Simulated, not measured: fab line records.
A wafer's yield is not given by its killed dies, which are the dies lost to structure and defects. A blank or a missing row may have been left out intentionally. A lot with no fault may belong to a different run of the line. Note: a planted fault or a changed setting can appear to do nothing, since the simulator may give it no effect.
2 desks, one fault -- flow nandHarc -- each desk holds nothing but its own numbers, with what lay behind them at the end

THE DEFECT DESK
Per lot, the means of the sampled wafers with a number show what the inspections along the route counted. The brackets show how far a lot's mean lies from the usual mean; more than 4 standard deviations puts the lot out of limits, marked OUT.
Columns: A = rawDefectCount at NHARC_P_ZERO_WELL_INSPECT_43, usual 14
lot,first seen here,A
L953,day 2 01:29,18
L955,day 2 13:27,23
L956,day 2 19:32,9
L958,day 3 07:19,7
L960,day 3 19:52,10
L961,day 4 01:33,18
L962,day 4 07:25,14
L963,day 4 13:36,20
L964,day 4 19:25,12
L965,day 5 01:34,8
L967,day 5 14:06,13
L973,day 7 01:19,115 (+13) OUT
Finding of this desk: L973 out of limits; the first was L973 at day 7 01:19, on rawDefectCount at NHARC_P_ZERO_WELL_INSPECT_43. Within limits: L953, L955, L956, L958, L960, L961, L962, L963, L964, L965, L967.

THE METROLOGY DESK
Lot by lot, what the gauges showed, no matter which tool ran the lot: averages of those sampled wafers that carry a number. The brackets show how far a lot's mean lies from the usual mean; more than 4 standard deviations puts the lot out of limits, marked OUT.
Columns: A = overlayXNm at NHARC_P_GATE_OVL_MEAS_27, usual 0.3 nm; B = overlayYNm at NHARC_P_GATE_OVL_MEAS_27, usual -0.1 nm
lot,first seen here,A,B
L953,day 4 21:52,1.2,1.0
L955,day 5 11:19,0.3,1.5
L956,day 5 19:22,1.0,0.8
L958,day 6 08:16,-0.5,-1.1
L960,day 6 15:42,1.2,-0.2
L961,day 7 05:31,0.8,0.4
L962,day 7 06:01,-0.8,-1.9
L963,day 7 20:28,-1.0,-1.5
L965,day 7 20:37,0.9,0.1
L964,day 7 21:08,0.3,-0.9
L967,day 8 13:50,0.8,0.8
L973,day 10 00:45,1.8,-1.6
Result from this desk: across the 12 lots, nothing is out of limits.

TAKEN TOGETHER
The defect desk could have raised an alarm at day 7 01:19, on L973.
The metrology desk saw nothing out of limits.
The metrology desk holds a record of L973, inside its limits.
All the named lots went through NHARC_P_ZERO_WELL_STRIP_41 on wetBench-04.

WHAT THE SIMULATOR HAD INSERTED
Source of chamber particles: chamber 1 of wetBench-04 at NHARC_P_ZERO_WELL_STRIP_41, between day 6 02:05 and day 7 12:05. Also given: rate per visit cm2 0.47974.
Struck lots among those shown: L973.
Hours from the fault's start to each desk's first reading out of limits: the defect desk, 23.
